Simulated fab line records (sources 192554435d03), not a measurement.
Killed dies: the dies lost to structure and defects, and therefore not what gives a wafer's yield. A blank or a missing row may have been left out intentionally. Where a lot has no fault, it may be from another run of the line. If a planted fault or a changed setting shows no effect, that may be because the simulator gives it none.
Chamber matching | flow n5Finfet | N5_BEOL_M5_CURE_80 on uvCure-02: 3 sister chambers
The step cures SiCOH lowk, time 120 s. 20 wafers are shown with their chamber, then 10 later ones without.

== WAFERS WITH THEIR CHAMBER ==
wafer  | chamber | wafer_temp_C_max | lampPowerPct (%)
L075.1 | 2       | 372.1            | 52.26
L075.2 | 2       | 372.3            | 52.32
L075.5 | 2       | 372.4            | 52.28
L075.3 | 2       | 372.2            | 52.38
L075.4 | 2       | 372.4            | 52.25
L075.6 | 2       | 372.5            | 52.42
L076.1 | 1       | 372.3            | 52.28
L076.5 | 1       | 373.0            | 52.35
L076.6 | 1       | 372.2            | 52.35
L076.2 | 1       | 372.9            | 52.45
L076.3 | 1       | 372.8            | 52.30
L076.4 | 1       | 373.0            | 52.29
L080.1 | 2       | 372.1            | 52.25
L080.3 | 2       | 372.2            | 52.27
L080.4 | 2       | 371.8            | 52.33
L086.1 | 0       | 371.9            | 52.28
L086.2 | 0       | 371.5            | 52.27
L086.4 | 0       | 371.8            | 52.32
L092.3 | 2       | 372.6            | 52.37
L092.4 | 2       | 372.6            | 52.29

SIGNATURES (means of the wafers above)
reading          | chamber 0 | chamber 1 | chamber 2 | scatter within a chamber
wafer_temp_C_max | 371.733   | 372.700   | 372.291   | 0.278
lampPowerPct     | 52.2900   | 52.3367   | 52.3109   | 0.0569
Rule: for each reading, subtract the chamber's mean from the wafer's reading, divide by that reading's scatter and square the result; add these up over the readings and take the root, which gives the wafer's distance from the chamber. The wafer belongs to the nearest chamber; if the next one is less than 2 further off, it can't be placed. How the scatter is found: for the shown wafers, subtract from each reading the mean of its chamber, square and add these, divide the total by (wafers less chambers), then take the root.

== WAFERS WITH NO CHAMBER GIVEN ==
wafer  | wafer_temp_C_max | lampPowerPct (%)
L092.5 | 372.5            | 52.33
L094.1 | 371.6            | 52.33
L094.2 | 372.1            | 52.24
L094.3 | 371.9            | 52.27
L094.4 | 371.3            | 52.31
L094.5 | 372.3            | 52.21
L094.6 | 370.9            | 52.30
L097.1 | 371.7            | 52.27
L097.3 | 371.8            | 52.34
L097.5 | 371.2            | 52.29

== EACH ONE'S CHAMBER ==
wafer  | from the rows above          | in truth
L092.5 | can't be placed: 1 or 2      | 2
L094.1 | can't be placed: 0 or 2      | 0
L094.2 | can't be placed: 2 or 0 or 1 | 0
L094.3 | can't be placed: 0 or 2      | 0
L094.4 | can't be placed: 0 or 2      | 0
L094.5 | can't be placed: 2 or 0 or 1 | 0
L094.6 | 0                            | 0
L097.1 | can't be placed: 0 or 2      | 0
L097.3 | can't be placed: 0 or 2      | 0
L097.5 | 0                            | 0
Placed correctly: 2 of 10. Cannot be placed on the basis of these rows: 8; the candidates contain the true chamber in 8. Placed wrongly: 0.
